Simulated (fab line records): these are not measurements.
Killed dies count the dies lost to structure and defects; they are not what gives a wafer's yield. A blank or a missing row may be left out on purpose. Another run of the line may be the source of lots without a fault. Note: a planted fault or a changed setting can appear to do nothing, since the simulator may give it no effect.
fab line records + flow n5Finfet
record:
- lots: 7
- wafers: 39
route steps=1938 shown ZERO_LAYER@11 FIN_SAQP@110 SD_EPI_P@321 HKMG_FIN@449 BEOL_M0_SAQP@654 BEOL_M0@736 BEOL_M2@912 BEOL_M4@1084
startH: hours from the record's first day to the start of the lot's first wafer shown + waitH: how many hours have passed since the lot's step before this one + " as in the row above + L1.1+2: a row that stands for several wafers + - no value, or no start given + * or withheld: withheld + < > ~ a bound
route shown NAME@n: NAME is a module with steps in the file, n the number in the route of the first one + usual: average and standard deviation across the fault-free wafers + same: alike in all rows + chamber/n: place in a boat + sites: per-site readings + _std_site: standard deviation of those values + _edge_site: mean of outer sites minus mean of inner sites + radiusMm: for every site, how far away it sits from the centre of the wafer + mask NAME#n: copy n + behind: the tool/chamber that last shaped the wafer + hold: what put the lot on hold/how long, in hours/how the hold closed + device: names the non-switching transistor (n, p or np) + end of line: at the end of the route, the tests of the same wafers + for a step that has no rows: nothing shown but its recipe + killed: dies that structure and defects cost at the first sort, which is not the same as the wafer's yield + map: shows each die of a wafer: x if killed, . if not, _ if none is there
set.NAME: the setting that was run; set.NAME@STEP: the one run at that earlier step + model.NAME: the simulator's own value behind a step, which no gauge read
lots run with intentionally changed settings; tables by step, rows by wafer
== steps ==
step: N5_ZERO_LAYER_DEVELOP_10
recipe:
- developTimeS: 60
- rinseLiquid: diw
- dry: airSpin
- devTempC: 21
step: N5_FIN_SAQP_DEVELOP_15
recipe:
- developTimeS: 30
- developer: TMAH
- resist: CAR-ArF
- devTempC: 23
- rinseLiquid: diw
- dry: airSpin
step: N5_SD_EPI_P_EPI_21
recipe:
- material: SiGe:B
- dopant: B
- tempC: 550
- pressureTorr: 20
- ambient: H2
- timeS: 355
step: N5_HKMG_FIN_ALD_71
recipe:
- material: TiN
- targetThkA: 10
- tempC: 400
- aldPrecursorFamily: TiCl4
- aldCoReactant: NH3
- pulseTimeS: 1
- purgeTimeS: 3
- coReactantPurgeTimeS: 2
- coReactantPulseTimeS: 2
- aldCycles: 47
- pressureTorr: 3
step: N5_BEOL_M0_SAQP_ETCH_84
recipe:
- chemistry: N2/H2
- target: SOC
- targetDepthA: 1000
- overetchA: 200
- maskMaterial: SiARC
- tempC: 40
- timeS: 150
- ionEnergyEv: 200
- pressureMtorr: 30
- sourceW: 840
- biasW: 150
- n2FlowSccm: 200
- h2FlowSccm: 200
step: N5_BEOL_M0_SPUTTER_132
recipe:
- material: Cu
- targetThkA: 40
- tempC: -20
- chamberPressurePa: 0.07
- powerW: withheld
- timeS: 7.37
step: N5_BEOL_M2_SPUTTER_88
recipe:
- material: Cu
- targetThkA: 45
- tempC: -20
- chamberPressurePa: 0.07
- powerW: withheld
- timeS: 8.29
step: N5_BEOL_M4_SPUTTER_48
step: N5_BEOL_M4_RC_MEAS_101
usual:
- IOFF_N_LONG: 5.5e-05/3e-06
- REXT_P: 100.0/2.4
- RS_SD_P: 66.0/1.2
- VT_N_LONG: 275.1/2
- VT_N_LVT: 98.7/2.8
| lot.wafer | tool      | chamber | startH | waitH | set.developTimeS@ZERO_LAYER_DEVELOP_10 | set.developTimeS@FIN_SAQP_DEVELOP_15 | set.epiGrowthTimeS@SD_EPI_P_EPI_21 | set.aldCycles@HKMG_FIN_ALD_71 | set.timeS@BEOL_M0_SAQP_ETCH_84 | set.timeS@BEOL_M0_SPUTTER_132 | set.targetThkA@BEOL_M2_SPUTTER_88 | set.targetThkA@BEOL_M4_SPUTTER_48 | IOFF_N_LONG[nA/um] | REXT_P[ohm.um] | RS_SD_P[ohm/sq] | VT_N_LONG[mV] | VT_N_LVT[mV] |
|-----------|-----------|---------|--------|-------|----------------------------------------|--------------------------------------|------------------------------------|-------------------------------|--------------------------------|-------------------------------|-----------------------------------|-----------------------------------|--------------------|----------------|-----------------|---------------|--------------|
| L075.1    | prober-02 | 0       | 176.12 | 0.0   | 60                                     | 24.02                                | 355                                | 47                            | 150                            | 7.37                          | 52.29                             | 22.03                             | 5.5e-05            | 100.6          | 66.1            | 276.6         | 100.1        |
| L075.2    | "         | 0       | "      | "     | 60                                     | 30                                   | 355                                | 47                            | 179.4                          | 9.612                         | 52.29                             | 45                                | 5.5e-05            | 98.6           | 65.2            | 276.3         | 99.5         |
| L075.3    | "         | 0       | "      | "     | 60                                     | 30                                   | 502.5                              | 47                            | 150                            | 7.37                          | 52.29                             | 22.03                             | 5.5e-05            | 96.0           | 51.4            | 275.3         | 98.5         |
| L075.4    | "         | 0       | "      | "     | 60                                     | 24.02                                | 355                                | 47                            | 150                            | 9.612                         | 45                                | 45                                | 5.5e-05            | 98.6           | 64.7            | 276.3         | 98.2         |
| L075.5    | "         | 0       | "      | "     | 60                                     | 24.02                                | 502.5                              | 47                            | 179.4                          | 7.37                          | 45                                | 45                                | 5.6e-05            | 95.0           | 51.3            | 274.8         | 103.0        |
| L075.6    | "         | 0       | "      | "     | 60                                     | 30                                   | 502.5                              | 47                            | 179.4                          | 9.612                         | 45                                | 22.03                             | 5.5e-05            | 95.6           | 51.9            | 278.4         | 98.5         |
| L077.1    | prober-02 | 0       | 178.06 | 0.0   | 30.65                                  | 30                                   | 355                                | 47                            | 150                            | 7.37                          | 45                                | 32.04                             | 5.6e-05            | 102.8          | 65.7            | 275.6         | 100.2        |
| L077.2    | "         | 0       | "      | "     | 60                                     | 30                                   | 355                                | 47                            | 96.89                          | 7.37                          | 66.16                             | 45                                | -                  | -              | -               | -             | -            |
| L077.3    | "         | 0       | "      | "     | 30.65                                  | 30                                   | 355                                | 24                            | 150                            | 7.37                          | 66.16                             | 32.04                             | 4.5e-05            | 103.8          | 67.2            | 284.5         | 111.4        |
| L077.4    | "         | 0       | "      | "     | 60                                     | 30                                   | 355                                | 24                            | 96.89                          | 7.37                          | 45                                | 32.04                             | -                  | -              | -               | -             | -            |
| L077.5    | "         | 0       | "      | "     | 30.65                                  | 30                                   | 355                                | 24                            | 96.89                          | 7.37                          | 45                                | 45                                | -                  | -              | -               | -             | -            |
| L077.6    | "         | 0       | "      | "     | 60                                     | 30                                   | 355                                | 47                            | 150                            | 7.37                          | 66.16                             | 45                                | 5.6e-05            | 102.8          | 66.6            | 276.3         | 100.6        |
| L076.1    | prober-01 | 0       | 178.33 | 0.0   | 83.06                                  | 30                                   | 355                                | 47                            | 150                            | 7.37                          | 45                                | 45                                | 5.8e-05            | 98.5           | 65.8            | 275.7         | 95.2         |
| L076.2    | "         | 0       | "      | "     | 83.06                                  | 30                                   | 297.9                              | 29                            | 150                            | 4.936                         | 54.29                             | 45                                | 4.9e-05            | 102.8          | 73.4            | 279.0         | 105.2        |
| L076.3    | "         | 0       | "      | "     | 60                                     | 30                                   | 297.9                              | 29                            | 150                            | 4.936                         | 45                                | 55.96                             | 4.9e-05            | 102.8          | 73.8            | 279.1         | 103.4        |
| L076.4    | "         | 0       | "      | "     | 60                                     | 24.12                                | 355                                | 47                            | 150                            | 4.936                         | 54.29                             | 55.96                             | 5.9e-05            | 97.8           | 66.4            | 272.2         | 97.9         |
| L076.5    | "         | 0       | "      | "     | 60                                     | 24.12                                | 355                                | 29                            | 150                            | 7.37                          | 54.29                             | 55.96                             | 4.9e-05            | 98.4           | 66.9            | 279.3         | 103.9        |
| L076.6    | "         | 0       | "      | "     | 83.06                                  | 24.12                                | 297.9                              | 47                            | 150                            | 7.37                          | 45                                | 45                                | 5.7e-05            | 105.1          | 73.8            | 275.0         | 97.5         |
| L086.1    | prober-02 | 0       | 241.05 | 0.0   | 60                                     | 47.19                                | 355                                | 63                            | 150                            | 7.37                          | 24.71                             | 45                                | 6.1e-05            | 97.9           | 64.4            | 271.2         | 97.1         |
| L086.2    | "         | 0       | "      | "     | 60                                     | 30                                   | 411.9                              | 63                            | 107                            | 7.37                          | 24.71                             | 45                                | -                  | -              | -               | -             | -            |
| L086.3    | "         | 0       | "      | "     | 60                                     | 47.19                                | 411.9                              | 63                            | 107                            | 7.37                          | 45                                | 45                                | -                  | -              | -               | -             | -            |
| L086.4    | "         | 0       | "      | "     | 60                                     | 47.19                                | 355                                | 47                            | 150                            | 7.37                          | 24.71                             | 45                                | 5.9e-05            | 98.6           | 66.0            | 275.7         | 99.2         |
| L086.5    | "         | 0       | "      | "     | 60                                     | 30                                   | 355                                | 47                            | 107                            | 7.37                          | 45                                | 45                                | -                  | -              | -               | -             | -            |
| L086.6    | "         | 0       | "      | "     | 60                                     | 30                                   | 411.9                              | 47                            | 150                            | 7.37                          | 45                                | 45                                | 5.9e-05            | 97.3           | 58.8            | 270.9         | 101.7        |
| L089.1    | prober-01 | 0       | 258.57 | 0.0   | 86.82                                  | 17.69                                | 355                                | 60                            | 212.3                          | 10.02                         | 45                                | 45                                | 5.6e-05            | 93.2           | 65.6            | 275.9         | 96.8         |
| L089.2    | "         | 0       | "      | "     | 60                                     | 17.69                                | 473.4                              | 47                            | 212.3                          | 10.02                         | 45                                | 45                                | 5.4e-05            | 91.2           | 53.5            | 275.5         | 97.3         |
| L089.3    | "         | 0       | "      | "     | 60                                     | 30                                   | 355                                | 47                            | 150                            | 10.02                         | 45                                | 45                                | 5.5e-05            | 94.2           | 66.6            | 278.1         | 95.5         |
| L089.4    | "         | 0       | "      | "     | 60                                     | 30                                   | 355                                | 60                            | 212.3                          | 7.37                          | 45                                | 45                                | 5.6e-05            | 92.5           | 64.5            | 274.4         | 96.5         |
| L089.5    | "         | 0       | "      | "     | 86.82                                  | 30                                   | 473.4                              | 60                            | 150                            | 7.37                          | 45                                | 45                                | 5.8e-05            | 90.0           | 54.4            | 274.4         | 96.2         |
| L089.6    | "         | 0       | "      | "     | 86.82                                  | 17.69                                | 473.4                              | 47                            | 150                            | 7.37                          | 45                                | 45                                | 5.4e-05            | 92.0           | 53.6            | 274.8         | 96.3         |
| L092.1    | prober-02 | 0       | 275.25 | 0.0   | 60                                     | 30                                   | 469.3                              | 47                            | 150                            | 7.37                          | 45                                | 45                                | 5.4e-05            | 96.9           | 56.2            | 274.2         | 104.8        |
| L092.2    | "         | 0       | "      | "     | 60                                     | 13.05                                | 469.3                              | 47                            | 150                            | 7.37                          | 20.12                             | 33.85                             | 5.3e-05            | 96.2           | 56.4            | 273.8         | 103.4        |
| L092.3    | "         | 0       | "      | "     | 87.23                                  | 30                                   | 355                                | 47                            | 150                            | 7.37                          | 20.12                             | 33.85                             | 5.3e-05            | 100.0          | 67.7            | 276.7         | 101.7        |
| L092.4    | "         | 0       | "      | "     | 60                                     | 13.05                                | 355                                | 47                            | 150                            | 7.37                          | 45                                | 33.85                             | 5.4e-05            | 97.9           | 67.8            | 273.6         | 103.9        |
| L092.5    | "         | 0       | "      | "     | 87.23                                  | 30                                   | 469.3                              | 47                            | 150                            | 7.37                          | 20.12                             | 45                                | 5.4e-05            | 97.7           | 56.8            | 275.8         | 103.2        |
| L092.6    | "         | 0       | "      | "     | 87.23                                  | 13.05                                | 355                                | 47                            | 150                            | 7.37                          | 45                                | 45                                | 5.4e-05            | 100.5          | 67.9            | 275.4         | 104.9        |
| L093.1    | prober-01 | 0       | 287.20 | 0.0   | 60                                     | 30                                   | 355                                | 47                            | 150                            | 7.37                          | 45                                | 45                                | 5.6e-05            | 102.8          | 65.8            | 275.7         | 98.5         |
| L093.4    | "         | 0       | "      | "     | 60                                     | 30                                   | 355                                | 47                            | 150                            | 7.37                          | 45                                | 45                                | 5.6e-05            | 102.0          | 65.4            | 275.5         | 100.8        |
| L093.5    | "         | 0       | "      | "     | 60                                     | 30                                   | 355                                | 47                            | 150                            | 7.37                          | 45                                | 45                                | 5.5e-05            | 101.0          | 65.1            | 275.6         | 104.2        |
== key ==
split:
- step: N5_ZERO_LAYER_DEVELOP_10
- setting: developTimeS
- statedAs: 60
response none clear
split:
- step: N5_FIN_SAQP_DEVELOP_15
- setting: developTimeS
- statedAs: 30
response none clear
split:
- step: N5_SD_EPI_P_EPI_21
- setting: epiGrowthTimeS
- statedAs: 355
response:
- step: N5_BEOL_M4_RC_MEAS_101
- reading: RS_SD_P
- slope: -0.353
- per: 1%
- togetherWith: all
- explained: 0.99
response:
- step: N5_BEOL_M4_RC_MEAS_101
- reading: REXT_P
- slope: -0.0984
- per: 1%
- togetherWith: all
- explained: 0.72
split:
- step: N5_HKMG_FIN_ALD_71
- setting: aldCycles
- statedAs: 47
response:
- step: N5_BEOL_M4_RC_MEAS_101
- reading: IOFF_N_LONG
- slope: +1.92e-07
- per: 1%
- togetherWith: all
- explained: 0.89
response:
- step: N5_BEOL_M4_RC_MEAS_101
- reading: VT_N_LONG
- slope: -0.136
- per: 1%
- togetherWith: all
- explained: 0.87
response:
- step: N5_BEOL_M4_RC_MEAS_101
- reading: VT_N_LVT
- slope: -0.148
- per: 1%
- togetherWith: all
- explained: 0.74
split:
- step: N5_BEOL_M0_SAQP_ETCH_84
- setting: timeS
- statedAs: 150
response none clear
split:
- step: N5_BEOL_M0_SPUTTER_132
- setting: timeS
- statedAs: 7.37
response none clear
split:
- step: N5_BEOL_M2_SPUTTER_88
- setting: targetThkA
- statedAs: 45
response none clear
split:
- step: N5_BEOL_M4_SPUTTER_48
- setting: targetThkA
- statedAs: 45
response none clear
